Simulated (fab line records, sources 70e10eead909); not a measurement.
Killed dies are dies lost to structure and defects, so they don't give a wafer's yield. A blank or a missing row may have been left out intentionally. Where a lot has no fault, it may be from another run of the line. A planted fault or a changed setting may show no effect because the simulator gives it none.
Which tool is to blame? | flow nandHarc | 14 lots, 42 wafers sampled, at 1 step of a route of 1159

## WHAT THE GAUGES READ, wafer by wafer
NHARC_A_M0_INSPECT_11.
lot  | measured     | on               | rawDefectCount
L469 | day 17 18:20 | defectInspect-02 | 24 20 21
L470 | day 17 18:46 | defectInspect-01 | 25 26 28
L474 | day 18 04:38 | defectInspect-01 | 27 22 23
L472 | day 18 09:11 | defectInspect-02 | 9 14 11
L475 | day 19 04:57 | defectInspect-02 | 9 13 11
L476 | day 19 11:47 | defectInspect-01 | 36 45 42
L478 | day 19 23:25 | defectInspect-01 | 18 13 12
L480 | day 20 05:38 | defectInspect-01 | 25 30 27
L481 | day 20 06:04 | defectInspect-02 | 13 9 9
L484 | day 21 17:33 | defectInspect-02 | 55 36 46
L485 | day 21 22:50 | defectInspect-01 | 35 38 36
L489 | day 22 23:26 | defectInspect-02 | 14 16 24
L490 | day 23 08:54 | defectInspect-01 | 32 41 46
L491 | day 23 13:21 | defectInspect-02 | 54 44 40

## TOOL THAT RAN EACH LOT (tool first, then ch and the chambers of the sampled wafers, then the start)
No process step before these readings appears in the record.

## AS READ BY THE TOOLS THEMSELVES (means over the sampled wafers that have a number; for cases with no such wafer, the mark the record gives instead)
The record holds no such reading with a usual standard deviation.

## THE ANSWER, worked out from the rows above alone
Rule: the lots themselves supply what counts as usual. Put in order of their means at a reading, lots are off if they are a third of the lots or fewer, leave a main group of 4 or more, and stand apart from it by a gap of 3 or more times the standard deviation of the main group's means; of several such gaps the widest counts. A main group is skipped when, at the precision printed for the reading in the tables above, its means are all equal. A lot without any number at a reading at which 4 lots or more have one is off too. Where the step has rows for the other lots, those lots are counted as sound. Order of review: gauges by route order, followed by the tools' own readings, for which a lot's mean as printed above is used. At the first step where some lot is off, the reading lying furthest off is the one used; lots without a number count as furthest.
No lot is off at any reading shown: from this, nothing can be told.

## WHAT THE SIMULATOR PUT IN
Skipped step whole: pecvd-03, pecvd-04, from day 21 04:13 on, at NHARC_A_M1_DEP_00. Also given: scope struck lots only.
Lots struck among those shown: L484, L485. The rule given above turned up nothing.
